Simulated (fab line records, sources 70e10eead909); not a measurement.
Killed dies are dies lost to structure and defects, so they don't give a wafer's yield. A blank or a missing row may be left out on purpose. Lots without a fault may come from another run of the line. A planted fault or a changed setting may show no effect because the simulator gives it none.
fab line records | flow nand_harc
record lots=24 wafers=72 last_day=25
route steps=1159 shown P_STI@83 P_GATE@174 P_M1@302
lots that met no fault: from a run of the same line without faults
start_h: hours from the record's first day to the start of the lot's first wafer shown | wait_h: hours since the lot's step before | " the same as in the row above | L1.1+2: a row that stands for several wafers | - no value, or no start given | * or withheld: withheld | < > ~ a bound
route shown NAME@n: a module of which the file shows steps, and the number in the route of the first | usual: mean/standard deviation of fault-free wafers | same: alike in all rows | chamber/n: place in a boat | sites: the reading at each site | _std_site: their standard deviation | _edge_site: outer sites' mean less inner sites' | radius_mm: how far each site lies from the wafer's centre | mask NAME#n: copy n | behind: the tool/chamber that last shaped the wafer | hold: why the lot was held/for how many hours/how that ended | device: the transistor (n, p or np) that didn't switch | end of line: the same wafers' tests at the end of the route | a step without rows: its recipe alone | killed: dies lost to structure and defects at the first sort, not the wafer's yield | map: a wafer's dies, x killed, . not, _ none there
set.NAME: the setting as run; set.NAME@STEP: as run at that earlier step | model.NAME: the simulator's own value behind a step, which no gauge read
steps of the route over a sample of lots; a table a step, a row a wafer
services: from which hour (start_h, from the record's first day; less than 0 if before it) a tool's chamber was out of use, for how many hours, and why
## steps
# step NHARC_P_STI_CD_MEAS_09
# recipe target_cd_nm=200 landing_energy_ev=500
# usual cd_nm=202/3.3
# columns lot.wafer tool chamber start_h wait_h cd_nm
L074.1 cd_sem-02 0 37.37 - 207
L074.2 " 0 " " 201
L074.6 " 0 " " 202
L075.2 cd_sem-01 0 42.34 - 206
L075.4 " 0 " " 205
L075.5 " 0 " " 202
L077.2 cd_sem-03 0 50.43 - 195
L077.4 " 0 " " 196
L077.6 " 0 " " 197
L076.1 cd_sem-03 0 50.60 - 201
L076.3 " 0 " " 201
L076.6 " 0 " " 197
L078.1 cd_sem-03 0 60.42 - 198
L078.2 " 0 " " 198
L078.4 " 0 " " 199
L079.1 cd_sem-03 0 67.13 - 203
L079.3 " 0 " " 201
L079.6 " 0 " " 202
L081.2 cd_sem-02 0 75.22 - 202
L081.4 " 0 " " 202
L081.5 " 0 " " 202
L080.1 cd_sem-03 0 75.38 - 201
L080.5 " 0 " " 203
L080.6 " 0 " " 198
L082.1 cd_sem-01 0 82.92 - 204
L082.3 " 0 " " 204
L082.4 " 0 " " 201
L083.2 cd_sem-02 0 92.40 - 199
L083.3 " 0 " " 207
L083.4 " 0 " " 209
L084.1 cd_sem-03 0 92.56 - 202
L084.2 " 0 " " 210
L084.6 " 0 " " 205
L085.1 cd_sem-01 0 100.87 - 209
L085.5 " 0 " " 201
L085.6 " 0 " " 208
L086.1 cd_sem-03 0 106.93 - 199
L086.2 " 0 " " 199
L086.4 " 0 " " 201
L087.2 cd_sem-03 0 115.15 - 199
L087.3 " 0 " " 202
L087.4 " 0 " " 197
L088.1 cd_sem-02 0 121.59 - 203
L088.3 " 0 " " 201
L088.4 " 0 " " 201
L089.2 cd_sem-01 0 121.75 - 209
L089.4 " 0 " " 206
L089.6 " 0 " " 204
L090.1 cd_sem-02 0 131.04 - 205
L090.2 " 0 " " 204
L090.4 " 0 " " 201
L091.1 cd_sem-02 0 138.37 - 202
L091.3 " 0 " " 199
L091.5 " 0 " " 196
L092.2 cd_sem-01 0 143.27 - 202
L092.4 " 0 " " 201
L092.5 " 0 " " 205
L094.1 cd_sem-03 0 151.52 - 197
L094.3 " 0 " " 199
L094.5 " 0 " " 199
L093.2 cd_sem-02 0 151.68 - 204
L093.3 " 0 " " 203
L093.5 " 0 " " 198
L095.1 cd_sem-01 0 163.02 - 205
L095.4 " 0 " " 199
L095.6 " 0 " " 198
L096.1 cd_sem-01 0 163.18 - 202
L096.5 " 0 " " 197
L096.6 " 0 " " 198
L097.2 cd_sem-03 0 172.93 - 203
L097.4 " 0 " " 207
L097.5 " 0 " " 203
# step NHARC_P_GATE_STRIP_111
# recipe power_w=1500 temp_c=110 time_s=250 chemistry=N2/H2
# usual drypump_motor_current_A=5.6/0.4 heater_power_w=90/11
# columns lot.wafer tool chamber start_h wait_h drypump_motor_current_A heater_power_w rf_hours_counter_h
L074.2 plasma_asher-02 0 104.19 0.2 5.7 106 29
L074.1 " 1 " " 5.0 78 29
L074.6 " 1 " " 5.1 79 -
L075.2 plasma_asher-02 1 104.88 0.7 5.1 78 30
L075.4 " 0 " " 5.7 107 -
L075.5 " 1 " " 5.1 77 -
L077.2 plasma_asher-02 1 117.44 0.2 5.1 79 35
L077.4 " 0 " " 5.7 105 -
L077.6 " 1 " " 5.1 78 -
L076.1 plasma_asher-01 0 124.90 0.2 5.6 84 4
L076.3 " 0 " " 5.6 85 -
L076.6 " 0 " " 5.6 86 -
L078.1 plasma_asher-02 0 125.04 0.2 5.7 105 36
L078.2 " 1 " " 5.1 78 36
L078.4 " 0 " " 5.7 106 -
L079.1 plasma_asher-02 1 138.41 0.2 5.0 79 40
L079.3 " 1 " " 5.0 77 -
L079.6 " 1 " " 5.1 78 -
L080.1 plasma_asher-02 0 143.09 1.2 5.7 105 44
L080.6 " 0 " " 5.7 105 -
L080.5 " 1 " " 5.1 78 -
L081.2 plasma_asher-02 1 143.50 1.4 5.0 77 45
L081.4 " 1 " " 5.1 79 -
L081.5 " 1 " " 5.0 78 -
L082.1 plasma_asher-02 1 149.71 0.2 5.1 77 47
L082.4 " 0 " " 5.7 105 -
L082.3 " 1 " " 5.1 78 -
L084.1 plasma_asher-01 1 161.17 0.2 6.2 92 14
L084.2 " 0 " " 5.6 87 14
L084.6 " 1 " " 6.2 91 -
L083.2 plasma_asher-01 0 163.65 0.2 5.6 85 15
L083.3 " 0 " " 5.6 84 -
L083.4 " 1 " " 6.2 93 -
L085.1 plasma_asher-01 0 167.19 0.2 5.6 89 18
L085.5 " 1 " " 6.2 91 -
L085.6 " 0 " " 5.6 86 -
L086.1 plasma_asher-02 1 179.08 0.2 5.1 77 57
L086.2 " 0 " " 5.7 105 57
L086.4 " 1 " " 5.0 77 -
L087.2 plasma_asher-02 1 179.68 0.2 5.1 78 58
L087.4 " 0 " " 5.7 105 -
L087.3 " 1 " " 5.1 78 -
L088.1 plasma_asher-01 0 188.70 0.2 5.6 85 25
L088.3 " 0 " " 5.5 85 -
L088.4 " 1 " " 6.2 93 -
L089.2 plasma_asher-01 1 189.12 0.4 6.2 93 26
L089.4 " 1 " " 6.2 93 -
L089.6 " 1 " " 6.2 94 -
L090.1 plasma_asher-02 0 199.02 0.2 5.7 105 2
L090.2 " 1 " " 5.0 76 2
L090.4 " 1 " " 5.1 73 -
L091.1 plasma_asher-01 0 204.74 0.2 5.6 86 30
L091.3 " 0 " " 5.6 86 -
L091.5 " 1 " " 6.2 89 -
L092.2 plasma_asher-02 1 204.89 0.2 5.1 75 3
L092.4 " 0 " " 5.7 102 -
L092.5 " 0 " " 5.7 102 -
L094.1 plasma_asher-01 0 222.83 0.2 5.5 83 36
L094.3 " 0 " " 5.6 88 -
L094.5 " 0 " " 5.6 84 -
L093.2 plasma_asher-02 1 223.32 0.2 5.1 75 9
L093.3 " 1 " " 5.1 77 -
L093.5 " 1 " " 5.0 75 -
L096.1 plasma_asher-02 1 232.47 0.4 5.1 73 13
L096.6 " 0 " " 5.7 105 -
L096.5 " 1 " " 5.1 76 -
L095.1 plasma_asher-01 1 232.55 0.2 6.2 91 40
L095.4 " 1 " " 6.2 91 -
L095.6 " 0 " " 5.5 86 -
L097.2 plasma_asher-01 1 244.12 0.2 6.2 92 44
L097.4 " 1 " " 6.2 92 -
L097.5 " 0 " " 5.6 86 -
# step NHARC_P_M1_STRIP_18
# recipe power_w=1000 n2_flow_sccm=150 h2_flow_sccm=150 ar_flow_sccm=0 bias_w=0 chemistry=N2/H2
# usual drypump_motor_current_A=5.9/0.44 n2_flow_sccm=150.0/0.44 oes_product_au=1.001/0.012 rf_fwd_power_W=997/3 rf_vpp_V=90.5/0.97 showerhead_plenum_p_Torr=2.01/0.085 throttle_valve_pct=14.172/0.0089
# same bias_w=0
# columns lot.wafer tool chamber start_h wait_h drypump_motor_current_A n2_flow_sccm oes_product_au rf_fwd_power_W rf_hours_counter_h rf_vpp_V showerhead_plenum_p_Torr throttle_valve_pct
L074.1 rie_diel-07 2 120.85 0.1 6.1 149.5 0.998 995 6 91.3 2.06 14.166
L074.2 " 3 " " 6.3 150.1 1.002 994 4 91.2 1.90 14.185
L074.6 " 0 " " 5.7 150.1 1.004 998 - 91.2 2.04 14.167
L075.2 rie_diel-07 0 125.58 0.1 5.6 149.8 1.000 999 5 90.4 2.04 14.175
L075.4 " 2 " " 6.1 149.8 0.992 997 6 90.3 2.06 14.178
L075.5 " 0 " " 5.6 149.8 1.004 1001 - 89.7 2.04 14.184
L077.2 rie_diel-07 1 138.28 0.1 6.0 150.1 1.016 999 4 90.4 1.96 14.177
L077.4 " 3 " " 6.3 150.1 1.014 999 5 90.4 1.90 14.178
L077.6 " 0 " " 5.6 149.9 1.002 996 - 90.7 2.04 14.184
L076.3 rie_diel-08 3 141.23 0.1 5.1 150.0 1.002 994 0 89.6 2.04 14.182
L076.1 " 0 " " 6.1 150.3 0.982 998 0 91.3 2.20 14.169
L076.6 " 2 " " 5.4 149.7 1.002 997 - 88.6 1.92 14.166
L078.1 rie_diel-11 1 142.14 0.1 5.8 150.1 1.022 997 8 91.3 2.09 14.163
L078.2 " 3 " " 5.6 150.3 1.007 997 8 92.4 2.15 14.183
L078.4 " 0 " " 5.8 150.0 0.985 991 8 90.5 1.97 14.177
L079.3 rie_diel-08 1 155.37 0.1 6.8 151.1 0.994 995 1 89.5 2.01 14.177
L079.1 " 2 " " 5.4 150.2 1.002 997 1 89.5 1.92 14.160
L079.6 " 0 " " 6.2 150.3 0.992 1002 - 93.4 2.20 14.175
L080.1 rie_diel-07 2 159.76 0.1 6.1 150.3 0.982 991 9 90.1 2.06 14.172
L080.5 " 0 " " 5.6 149.8 0.995 997 - 91.0 2.04 14.179
L080.6 " 1 " " 6.0 150.5 0.999 995 - 90.0 1.96 14.165
L081.2 rie_diel-07 1 160.40 0.1 5.9 150.6 1.008 1000 7 91.5 1.96 14.170
L081.4 " 3 " " 6.3 150.2 1.004 1002 8 89.3 1.90 14.165
L081.5 " 0 " " 5.6 150.5 0.996 995 - 91.4 2.04 14.161
L082.3 rie_diel-08 1 173.06 0.1 6.9 151.2 0.993 995 1 90.4 2.01 14.182
L082.1 " 2 " " 5.4 149.9 1.010 993 1 90.6 1.92 14.185
L082.4 " 0 " " 6.2 149.8 0.984 994 1 91.7 2.20 14.155
L084.1 rie_diel-11 2 178.27 0.1 5.6 150.6 1.010 1000 11 91.0 1.93 14.172
L084.2 " 0 " " 5.8 150.6 0.975 994 11 90.2 1.97 14.167
L084.6 " 1 " " 5.9 149.5 0.993 1001 - 90.0 2.09 14.158
L083.4 rie_diel-08 2 180.95 0.1 5.4 150.1 1.027 993 1 89.8 1.92 14.181
L083.3 " 0 " " 6.2 150.5 0.991 998 1 92.4 2.20 14.163
L083.2 " 1 " " 6.8 150.4 1.004 996 1 91.3 2.01 14.177
L085.1 rie_diel-11 2 183.52 0.1 5.5 149.2 1.010 998 11 90.7 1.93 14.176
L085.6 " 3 " " 5.5 150.2 1.016 1002 - 90.3 2.15 14.179
L085.5 " 0 " " 5.8 149.9 0.984 998 - 89.2 1.97 14.170
L086.4 rie_diel-07 0 199.25 0.1 5.6 150.5 0.998 998 9 90.3 2.04 14.164
L086.1 " 2 " " 6.1 150.6 0.985 997 12 88.6 2.06 14.185
L086.2 " 3 " " 6.3 149.1 1.019 999 10 90.2 1.90 14.182
L087.2 rie_diel-08 2 200.16 0.1 5.4 150.2 1.011 998 2 90.3 1.92 14.186
L087.3 " 0 " " 6.1 149.6 0.984 998 2 91.5 2.20 14.164
L087.4 " 1 " " 6.8 149.6 0.983 991 2 89.2 2.00 14.150
L088.4 rie_diel-07 3 211.65 0.1 6.3 150.0 1.013 1001 11 90.9 1.90 14.173
L088.3 " 0 " " 5.6 149.4 0.985 997 10 90.7 2.04 14.199
L088.1 " 1 " " 6.0 150.4 1.000 993 11 89.9 1.96 14.167
L089.4 rie_diel-08 3 211.94 0.1 5.1 149.2 1.004 993 2 90.4 2.04 14.180
L089.2 " 0 " " 6.2 149.9 0.985 996 2 92.6 2.20 14.158
L089.6 " 1 " " 6.8 148.8 0.982 997 - 91.0 2.01 14.162
L090.4 rie_diel-07 2 215.84 0.1 6.1 149.9 0.989 1003 14 91.5 2.06 14.178
L090.1 " 3 " " 6.3 150.4 1.000 995 12 88.3 1.90 14.174
L090.2 " 0 " " 5.6 150.0 0.995 994 10 90.8 2.04 14.175
L091.1 rie_diel-07 0 222.51 0.1 5.6 149.6 1.000 995 11 90.3 2.04 14.171
L091.3 " 1 " " 6.0 150.1 1.018 993 11 89.3 1.96 14.164
L091.5 " 0 " " 5.6 150.1 1.000 994 - 90.4 2.04 14.159
L092.2 rie_diel-11 1 223.15 0.1 5.8 149.4 1.011 993 2 91.5 2.09 14.180
L092.4 " 3 " " 5.6 149.4 1.017 1001 1 90.5 2.15 14.172
L092.5 " 0 " " 5.8 149.8 1.010 995 - 91.2 1.97 14.177
L094.3 rie_diel-07 3 245.13 0.1 6.3 150.1 0.994 999 1 89.4 1.90 14.164
L094.1 " 2 " " 6.1 150.2 1.009 1002 1 90.9 2.06 14.165
L094.5 " 3 " " 6.3 148.9 0.995 999 - 89.5 1.90 14.164
L093.3 rie_diel-11 2 245.34 0.1 5.5 149.3 1.019 997 3 89.8 1.93 14.180
L093.2 " 3 " " 5.6 149.8 1.004 998 2 92.5 2.15 14.178
L093.5 " 0 " " 5.8 149.4 1.013 999 - 90.0 1.97 14.144
L096.1 rie_diel-08 0 248.87 0.1 6.2 150.0 0.975 991 3 91.0 2.20 14.169
L096.5 " 3 " " 5.1 149.7 1.013 997 - 89.9 2.04 14.185
L096.6 " 0 " " 6.2 150.6 0.985 997 - 92.8 2.20 14.166
L095.4 rie_diel-07 2 249.12 0.1 6.1 150.8 1.002 997 1 91.5 2.06 14.166
L095.1 " 1 " " 5.9 149.2 1.002 995 1 90.4 1.95 14.179
L095.6 " 3 " " 6.3 150.7 1.001 1001 - 90.2 1.90 14.165
L097.2 rie_diel-08 0 262.35 0.1 6.2 150.1 0.981 1000 3 91.8 2.20 14.168
L097.4 " 2 " " 5.4 150.1 1.013 998 3 90.2 1.92 14.167
L097.5 " 3 " " 5.2 150.4 1.016 993 - 90.9 2.04 14.165
# step NHARC_P_M1_ETCH_28
# recipe target_depth_a=300 over_etch_frac=0.3 time_s=72.99 ion_energy_ev=150 cf4_flow_sccm=50 n2_flow_sccm=100 ar_flow_sccm=150 rf_w=300 bias_w=100 chemistry=CF4/N2
# usual bias_w=100.01/0.29 drypump_motor_current_A=5.9/0.43 n2_flow_sccm=100.0/0.3 oes_product_au=1.001/0.011 rf_fwd_power_W=297.5/1.2 rf_vpp_V=313.8/2 showerhead_plenum_p_Torr=2.60/0.11 throttle_valve_pct=19.794/0.0099
# columns lot.wafer tool chamber start_h wait_h bias_w drypump_motor_current_A n2_flow_sccm oes_product_au rf_fwd_power_W rf_hours_counter_h rf_vpp_V showerhead_plenum_p_Torr throttle_valve_pct
L074.2 rie_diel-07 0 - - 100.62 5.6 99.8 0.999 297.6 4 313.3 2.62 19.790
L074.1 " 2 " " 99.95 6.0 100.0 0.999 298.5 6 315.8 2.65 19.798
L074.6 " 3 " " 99.65 6.3 99.9 1.018 295.6 - 311.1 2.46 19.797
L075.2 rie_diel-07 1 - - 100.94 6.0 99.7 1.002 296.9 4 313.9 2.53 19.800
L075.4 " 3 " " 100.38 6.3 100.0 1.019 298.5 4 311.6 2.46 19.792
L075.5 " 0 " " 100.15 5.6 99.8 1.001 298.0 - 313.2 2.62 19.799
L077.4 rie_diel-07 3 - - 100.20 6.3 99.9 1.013 297.3 5 311.0 2.46 19.802
L077.2 " 2 " " 99.57 6.1 100.0 0.999 300.6 6 315.3 2.65 19.801
L077.6 " 3 " " 100.08 6.3 99.7 1.019 297.0 - 312.8 2.46 19.796
L076.3 rie_diel-08 2 - - 100.07 5.4 99.8 1.001 297.7 0 311.9 2.48 19.789
L076.1 " 3 " " 99.88 5.2 99.7 1.007 295.4 0 314.9 2.63 19.801
L076.6 " 1 " " 99.80 6.8 99.8 0.988 295.0 - 314.6 2.59 19.788
L078.1 rie_diel-11 3 - - 99.97 5.6 100.4 1.009 298.7 8 316.3 2.76 19.804
L078.4 " 0 " " 99.78 5.8 99.9 0.998 294.6 8 311.9 2.54 19.823
L078.2 " 1 " " 99.52 5.8 100.7 1.018 300.2 8 313.2 2.68 19.789
L079.3 rie_diel-08 2 - - 100.56 5.4 100.2 0.999 297.7 1 312.3 2.48 19.792
L079.1 " 1 " " 100.76 6.8 99.9 1.003 297.2 1 315.2 2.59 19.804
L079.6 " 2 " " 100.10 5.4 100.0 1.000 297.8 - 311.2 2.48 19.804
L080.1 rie_diel-07 3 - - 99.82 6.3 100.3 1.009 297.5 8 311.4 2.46 19.781
L080.6 " 2 " " 100.05 6.1 99.5 0.987 298.4 - 314.4 2.65 19.790
L080.5 " 3 " " 99.65 6.3 99.8 0.999 297.2 - 312.2 2.46 19.792
L081.4 rie_diel-07 1 - - 100.40 6.0 100.3 1.019 297.1 7 310.9 2.53 19.797
L081.2 " 2 " " 99.97 6.0 100.2 0.993 299.9 9 314.2 2.65 19.791
L081.5 " 0 " " 99.63 5.6 99.3 1.008 297.6 - 314.8 2.62 19.798
L082.3 rie_diel-08 0 - - 100.00 6.1 99.9 0.989 299.1 1 317.0 2.82 19.802
L082.1 " 1 " " 100.37 6.8 100.2 1.003 297.1 1 314.5 2.59 19.794
L082.4 " 3 " " 100.34 5.2 100.3 1.006 297.3 1 315.1 2.63 19.769
L084.1 rie_diel-11 2 - - 100.19 5.5 99.9 1.014 296.1 11 311.7 2.50 19.807
L084.2 " 0 " " 100.29 5.8 99.8 0.983 295.7 11 312.7 2.54 19.812
L084.6 " 1 " " 100.13 5.9 100.5 1.017 298.2 - 316.0 2.68 19.791
L083.4 rie_diel-08 1 - - 99.79 6.8 100.2 0.991 297.3 1 315.2 2.59 19.798
L083.2 " 2 " " 100.02 5.4 100.6 1.014 298.2 1 311.9 2.48 19.795
L083.3 " 3 " " 100.03 5.1 99.8 1.007 297.7 1 314.0 2.63 19.794
L085.1 rie_diel-11 3 - - 99.96 5.6 99.6 1.008 297.8 12 316.4 2.76 19.768
L085.6 " 0 " " 99.62 5.8 100.0 0.986 295.5 - 311.2 2.54 19.781
L085.5 " 1 " " 100.00 5.9 99.6 1.002 298.5 - 316.0 2.68 19.813
L086.4 rie_diel-07 2 - - 100.08 6.1 99.6 0.979 297.6 12 315.1 2.65 19.791
L086.1 " 3 " " 100.10 6.3 100.4 1.006 296.9 10 311.8 2.46 19.785
L086.2 " 0 " " 100.13 5.6 99.8 0.990 296.4 9 313.8 2.62 19.798
L087.3 rie_diel-08 2 - - 100.42 5.4 100.4 1.014 296.1 2 311.5 2.48 19.789
L087.2 " 0 " " 100.10 6.2 100.3 0.997 299.3 2 317.5 2.82 19.806
L087.4 " 1 " " 99.77 6.8 100.3 0.996 296.0 2 313.4 2.58 19.797
L088.3 rie_diel-07 1 - - 99.97 5.9 99.3 1.015 296.4 11 310.7 2.53 19.785
L088.4 " 2 " " 99.54 6.1 100.3 0.985 298.6 13 314.8 2.65 19.797
L088.1 " 3 " " 99.65 6.3 100.1 1.006 298.0 11 311.3 2.46 19.794
L089.2 rie_diel-08 2 - - 100.05 5.4 99.9 1.019 297.5 2 310.3 2.48 19.800
L089.4 " 3 " " 99.60 5.2 100.1 1.006 298.1 2 313.7 2.63 19.797
L089.6 " 1 " " 99.97 6.9 99.7 0.981 297.4 - 313.5 2.58 19.808
L090.4 rie_diel-07 3 - - 99.83 6.3 99.4 1.000 296.0 12 311.6 2.46 19.794
L090.2 " 1 " " 99.74 6.0 100.2 1.005 297.9 11 312.2 2.52 19.799
L090.1 " 2 " " 99.89 6.1 100.3 0.994 298.2 14 313.8 2.65 19.777
L091.3 rie_diel-07 1 - - 100.14 6.0 99.5 1.007 297.2 12 312.7 2.52 19.791
L091.1 " 2 " " 99.54 6.1 100.2 0.977 300.3 14 316.2 2.65 19.799
L091.5 " 1 " " 100.42 6.0 99.8 1.018 296.6 - 313.2 2.52 19.783
L092.2 rie_diel-11 1 - - 99.87 5.8 100.3 0.997 298.4 2 316.7 2.68 19.796
L092.4 " 3 " " 99.77 5.6 99.5 1.019 298.8 1 315.7 2.76 19.805
L092.5 " 1 " " 100.33 5.8 100.5 1.001 298.7 - 315.5 2.68 19.808
L094.1 rie_diel-07 2 - - 100.32 6.1 99.4 1.020 299.7 1 314.8 2.65 19.807
L094.3 " 3 " " 99.61 6.3 99.7 1.004 299.4 1 311.7 2.46 19.782
L094.5 " 1 " " 100.37 6.0 100.1 0.998 296.3 - 311.6 2.52 19.795
L093.3 rie_diel-11 1 - - 99.97 5.8 100.3 0.990 298.5 4 314.6 2.68 19.788
L093.2 " 0 " " 99.86 5.8 99.9 1.008 294.8 4 311.8 2.54 19.781
L093.5 " 2 " " 100.15 5.5 99.6 1.016 295.9 - 311.9 2.50 19.779
L096.1 rie_diel-08 3 - - 99.56 5.1 99.7 1.006 298.0 3 314.9 2.63 19.795
L096.6 " 0 " " 100.42 6.2 99.6 0.984 297.0 - 317.0 2.82 19.790
L096.5 " 1 " " 99.91 6.8 99.9 0.991 295.5 - 313.0 2.58 19.794
L095.4 rie_diel-07 3 - - 99.82 6.2 100.4 0.996 299.1 1 311.3 2.46 19.780
L095.1 " 0 " " 100.14 5.6 99.9 0.972 298.5 1 314.0 2.62 19.792
L095.6 " 3 " " 99.69 6.2 99.8 0.994 297.9 - 311.1 2.46 19.786
L097.4 rie_diel-08 0 - - 99.58 6.2 100.4 0.984 297.7 3 317.8 2.82 19.798
L097.2 " 1 " " 99.99 6.8 99.7 0.997 299.1 3 312.4 2.58 19.795
L097.5 " 0 " " 100.08 6.2 100.3 0.992 297.9 - 317.4 2.82 19.810
# step NHARC_P_M1_CMP_23
# recipe t_overpolish_s=20 target_thk_nm=157.82
# usual edge_zone_pressure_frac=1.000/0.0055 motor_current_A=11.9/0.89 pad_life_wafers=274/140 time_to_endpoint_s=27.9/2.9
# columns lot.wafer tool chamber start_h wait_h edge_zone_pressure_frac motor_current_A pad_life_wafers time_to_endpoint_s
L074.1 cmp-03 0 122.77 - 0.999 11.0 373 29.0
L074.2 " 2 " " 1.003 11.7 375 30.0
L074.6 " 0 " " 0.992 10.4 - 30.4
L075.2 cmp-04 1 127.30 - 0.993 11.9 96 22.8
L075.4 " 2 " " 0.998 11.6 97 29.7
L075.5 " 2 " " 0.998 11.1 - 26.6
L077.2 cmp-03 1 140.00 - 1.008 11.4 492 21.8
L077.4 " 0 " " 0.996 10.3 495 25.9
L077.6 " 1 " " 1.008 10.8 - 25.0
L076.3 cmp-04 2 142.90 - 0.995 11.5 204 30.7
L076.1 " 1 " " 0.995 12.3 207 23.7
L076.6 " 2 " " 0.998 11.1 - 28.7
L078.2 cmp-04 3 143.86 - 1.002 13.6 210 33.2
L078.4 " 1 " " 0.992 12.1 212 28.7
L078.1 " 2 " " 0.994 11.4 213 32.7
L079.3 cmp-04 0 157.70 - 1.001 12.3 277 29.1
L079.1 " 1 " " 0.996 12.0 278 23.0
L079.6 " 3 " " 1.002 13.7 - 27.7
L080.1 cmp-03 3 161.53 - 1.005 13.1 9 25.7
L080.6 " 0 " " 0.997 10.9 - 30.7
L080.5 " 1 " " 0.997 11.2 - 26.9
L081.4 cmp-02 3 162.13 - 0.987 13.1 174 26.7
L081.2 " 1 " " 0.992 10.0 176 27.5
L081.5 " 0 " " 0.991 12.2 - 32.9
L082.4 cmp-02 0 174.80 - 1.004 12.7 258 33.7
L082.1 " 1 " " 1.000 10.8 259 29.0
L082.3 " 2 " " 0.997 13.2 260 32.3
L084.1 cmp-04 1 180.00 - 0.993 12.5 414 23.1
L084.2 " 2 " " 0.997 11.6 415 25.8
L084.6 " 1 " " 1.009 12.0 - 22.9
L083.2 cmp-03 1 182.75 - 1.007 11.2 96 22.9
L083.3 " 3 " " 1.008 12.2 98 24.1
L083.4 " 0 " " 1.000 10.9 99 29.4
L085.1 cmp-02 0 185.25 - 1.009 12.2 314 32.1
L085.5 " 2 " " 0.994 12.5 - 31.1
L085.6 " 3 " " 1.004 12.7 - 26.3
L086.1 cmp-04 2 200.97 - 0.996 11.2 528 28.5
L086.4 " 0 " " 0.999 13.1 530 32.6
L086.2 " 1 " " 1.013 12.3 531 26.1
L087.2 cmp-03 1 201.98 - 1.001 11.3 162 28.5
L087.4 " 3 " " 1.004 11.7 164 26.4
L087.3 " 0 " " 1.011 10.9 165 29.0
L088.3 cmp-03 0 213.38 - 1.008 10.6 240 33.1
L088.4 " 2 " " 0.995 11.7 242 27.8
L088.1 " 3 " " 0.999 12.2 243 25.2
L089.2 cmp-03 1 213.70 - 1.003 10.7 246 22.9
L089.4 " 3 " " 0.998 12.7 248 27.5
L089.6 " 2 " " 1.004 11.1 - 28.9
L090.4 cmp-02 2 217.75 - 1.006 12.6 480 30.0
L090.1 " 3 " " 1.006 13.1 481 26.3
L090.2 " 0 " " 1.000 13.2 482 29.6
L091.1 cmp-03 1 224.27 - 1.009 11.4 306 27.2
L091.3 " 3 " " 1.008 12.1 308 25.5
L091.5 " 1 " " 0.995 11.7 - 28.0
L092.2 cmp-03 0 224.88 - 0.994 10.1 313 29.8
L092.4 " 2 " " 0.994 11.7 315 27.7
L092.5 " 0 " " 0.996 10.9 - 27.6
L094.3 cmp-03 1 246.92 - 1.002 11.2 456 26.4
L094.1 " 3 " " 0.994 12.7 458 25.8
L094.5 " 1 " " 1.002 11.0 - 24.0
L093.2 cmp-02 3 247.61 - 1.004 12.7 115 28.0
L093.3 " 0 " " 0.995 12.9 116 32.1
L093.5 " 2 " " 0.999 12.4 - 29.4
L096.1 cmp-03 0 250.56 - 1.001 10.7 468 29.2
L096.5 " 0 " " 1.006 10.6 - 26.4
L096.6 " 1 " " 0.999 11.5 - 20.6
L095.1 cmp-02 1 250.88 - 1.005 10.4 126 29.1
L095.4 " 2 " " 1.003 11.7 127 28.2
L095.6 " 1 " " 0.995 11.1 - 25.9
L097.2 cmp-02 1 264.07 - 1.007 10.9 180 28.3
L097.4 " 0 " " 1.002 12.5 183 29.8
L097.5 " 2 " " 0.998 12.7 - 30.9
# step NHARC_P_M1_INSPECT_27
# usual raw_defect_count=309/120
# columns lot.wafer tool chamber start_h wait_h raw_defect_count
L074.1 defect_inspect-02 - 123.23 0.0 269
L074.2 " - " " 296
L074.6 " - " " 372
L075.2 defect_inspect-01 - 127.77 0.0 155
L075.4 " - " " 233
L075.5 " - " " 378
L077.2 defect_inspect-01 - 140.48 0.0 518
L077.4 " - " " 392
L077.6 " - " " 336
L076.1 defect_inspect-02 - 143.37 0.0 203
L076.3 " - " " 243
L076.6 " - " " 175
L078.1 defect_inspect-01 - 144.33 0.0 374
L078.2 " - " " 249
L078.4 " - " " 264
L079.1 defect_inspect-01 - 158.14 0.0 308
L079.3 " - " " 368
L079.6 " - " " 298
L080.1 defect_inspect-02 - 161.92 0.0 302
L080.5 " - " " 336
L080.6 " - " " 586
L081.2 defect_inspect-01 - 162.60 0.0 254
L081.4 " - " " 151
L081.5 " - " " 196
L082.1 defect_inspect-02 - 175.27 0.0 317
L082.3 " - " " 182
L082.4 " - " " 242
L084.1 defect_inspect-01 - 180.48 0.0 275
L084.2 " - " " 213
L084.6 " - " " 236
L083.2 defect_inspect-02 - 183.24 0.0 298
L083.3 " - " " 414
L083.4 " - " " 375
L085.1 defect_inspect-01 - 185.67 0.0 219
L085.5 " - " " 207
L085.6 " - " " 301
L086.1 defect_inspect-01 - 201.45 0.0 265
L086.2 " - " " 182
L086.4 " - " " 207
L087.2 defect_inspect-02 - 202.45 0.0 317
L087.3 " - " " 188
L087.4 " - " " 283
L088.1 defect_inspect-01 - 213.87 0.0 321
L088.3 " - " " 353
L088.4 " - " " 250
L089.2 defect_inspect-01 - 214.18 0.0 537
L089.4 " - " " 589
L089.6 " - " " 226
L090.1 defect_inspect-02 - 218.22 0.0 712
L090.2 " - " " 728
L090.4 " - " " 598
L091.1 defect_inspect-01 - 224.74 0.0 289
L091.3 " - " " 304
L091.5 " - " " 347
L092.2 defect_inspect-01 - 225.33 0.0 552
L092.4 " - " " 426
L092.5 " - " " 319
L094.1 defect_inspect-02 - 247.40 0.0 501
L094.3 " - " " 260
L094.5 " - " " 350
L093.2 defect_inspect-02 - 248.06 0.0 227
L093.3 " - " " 332
L093.5 " - " " 294
L096.1 defect_inspect-01 - 251.03 0.0 356
L096.5 " - " " 457
L096.6 " - " " 288
L095.1 defect_inspect-02 - 251.35 0.0 146
L095.4 " - " " 195
L095.6 " - " " 124
L097.2 defect_inspect-01 - 264.54 0.0 207
L097.4 " - " " 251
L097.5 " - " " 378
## services
# columns tool chamber start_h hours kind
rie_diel-08 2 87.80 20.9 repair
rie_diel-11 - 91.41 1.0 repair
cmp-02 - 95.12 3.1 repair
plasma_asher-01 - 99.00 9.0 pm
rie_diel-07 3 100.00 7.4 repair
rie_diel-07 1 109.51 13.7 repair
rie_diel-07 0 112.30 3.6 repair
cmp-03 - 113.98 2.4 repair
rie_diel-07 2 123.05 2.3 repair
rie_diel-08 - 124.85 9.0 pm
plasma_asher-01 - 138.87 5.5 repair
plasma_asher-01 - 155.61 1.9 repair
cmp-03 - 156.00 4.0 pm
rie_diel-07 0 179.41 14.2 repair
plasma_asher-02 - 183.08 9.0 pm
cmp-03 - 185.58 1.0 repair
rie_diel-11 - 189.50 9.0 pm
cmp-03 - 190.57 6.6 repair
rie_diel-11 - 203.96 0.5 repair
rie_diel-11 3 208.09 6.0 repair
rie_diel-07 - 228.20 9.0 pm
cmp-03 - 243.69 2.8 repair
cmp-03 - 254.00 4.0 pm
rie_diel-11 1 255.79 5.6 repair
## key
fault none
